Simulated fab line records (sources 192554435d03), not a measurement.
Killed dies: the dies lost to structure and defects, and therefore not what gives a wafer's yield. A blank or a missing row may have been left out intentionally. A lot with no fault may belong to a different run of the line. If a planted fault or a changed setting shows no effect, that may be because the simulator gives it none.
Struck lot and sound lot, side by side + flow n5Finfet + 15 out of 1938 route steps
Sound: these wafers, L994.1, L994.2, L994.6. Struck: wafer L101.5 (L101.3, L101.4, from the same lot, were not struck and are left out); the cause is given at the end.
Each step with rows lists, per side, the tool, then ch with its chambers, then its first start. Under that, the readings that differ: sound wafers + struck wafers + difference of the means + sigmas: that difference in standard deviations of wafers without a fault.
alike: words and numbers the same on both sides, and readings whose means are apart by under 2 such deviations; not compared: readings that were withheld, readings missing a value for some wafer, numbers with overlapping values and no deviation given by the record, and bounds like >300 which may hide the same value.
A row with sigmas, a row that says differs or no value, or rows on one side alone: a step with any of these is where the two part. Non-overlapping numbers with no deviation appear without sigmas and do not part them. Lack of a reading on every wafer of one side parts them only where that side has two or more wafers.

first, 7 steps without rows for these wafers: N5_FIN_SAQP_COAT_50 (time 60 s, resist thk 35 nm); N5_FIN_SAQP_COAT_10 (resist thk 90 nm); N5_FIN_SAQP_EBR_12; N5_FIN_SAQP_SOFTBAKE_11 (time 60 s); N5_FIN_SAQP_EXPOSE_13 (exposes mask FIN CORE, target cd 35.6 nm); N5_FIN_SAQP_PEB_14 (peb time 60 s); N5_FIN_SAQP_DEVELOP_15 (develop time 30 s).
N5_FIN_SAQP_CD_MEAS_16: the cd target is 35.6 nm.
  sound on cdSem-01 ch 0, day 4 04:26; struck on cdSem-03 ch 0, day 5 23:08
  alike: cdNm
N5_FIN_SAQP_OVL_MEAS_17:
  sound on overlay-01 ch 0, day 4 04:29; struck on overlay-02 ch 0, day 5 23:10
| reading           | sound         | struck | difference | sigmas |
|-------------------|---------------|--------|------------|--------|
| FIN_CORE_OVL (nm) | -0.3 0.5 -0.3 | 1.7    | +1.7       | +2     |
N5_FIN_SAQP_INSPECT_18: inspects for defects (brightfield).
  sound: defectInspect-01 at day 4 04:31; struck: defectInspect-01 at day 5 23:11
  alike: rawDefectCount
N5_FIN_SAQP_DESCUM_21: chemistry O2, time 7.9 s.
  sound on rieDiel-06 ch 1,3, day 4 04:32; struck on rieDiel-06 ch 0, day 5 23:13
  alike: drypumpMotorCurrentA, oesProductAu, rfVppV, showerheadPlenumPTorr, throttleValvePct
  not compared: rfHoursCounterH
N5_FIN_SAQP_ETCH_51: etches SiARC in CF4, target depth 45.5 nm, time 75.8 s.
  sound on rieDiel-06 ch 1,3, day 4 04:35; struck on rieDiel-06 ch 0, day 5 23:16
  alike: biasW, drypumpMotorCurrentA, etchRfOnTimeS, oesProductAu, rfFwdPowerW, rfVppV, showerheadPlenumPTorr, throttleValvePct
  not compared: rfHoursCounterH
N5_FIN_SAQP_ETCH_52: etches SOC in N2/H2, target depth 100 nm, overetch 20 nm, time 150 s.
  sound on rieDiel-06 ch 1,3, day 4 04:38; struck on rieDiel-06 ch 0, day 5 23:19
| reading                                    | sound             | struck | difference | sigmas |
|--------------------------------------------|-------------------|--------|------------|--------|
| rfFwdPowerW (W)                            | 840.0 836.5 838.2 | 1036.0 | +197.8     | +73    |
| rfVppV (V)                                 | 527 523 527       | 491    | -35        | -12    |
| model.SiARC_of_FIN_SAQP_COAT_50.thkNm (nm) | 29.21 28.89 29.22 | 28.77  | -0.34      |        |
  alike: biasW, drypumpMotorCurrentA, oesProductAu, showerheadPlenumPTorr, throttleValvePct
  not compared: rfHoursCounterH
then, 1 step without rows for these wafers: N5_FIN_SAQP_STRIP_53 (strips in N2/H2).
-- record jumps: 6 days separate the struck wafers' starts on either side; left off in module FIN_SAQP, taken up again in module BEOL_M4, whose first shown step is the route's number 1111 --
N5_BEOL_M4_RC_MEAS_101:
  sound on prober-02 ch 0, day 10 05:01; struck on prober-01 ch 0, day 12 02:09
  alike: DIBL_N, DIBL_P, IOFF_N, IOFF_P, ION_N, ION_P, SS_N, SS_P, VT_N, VT_P

WHERE THEY PART
Last at N5_FIN_SAQP_ETCH_52 as far as this record goes, first at N5_FIN_SAQP_OVL_MEAS_17. Later steps at which nothing parts them and some readings are alike: N5_BEOL_M4_RC_MEAS_101.

WHY: what the simulator had put in
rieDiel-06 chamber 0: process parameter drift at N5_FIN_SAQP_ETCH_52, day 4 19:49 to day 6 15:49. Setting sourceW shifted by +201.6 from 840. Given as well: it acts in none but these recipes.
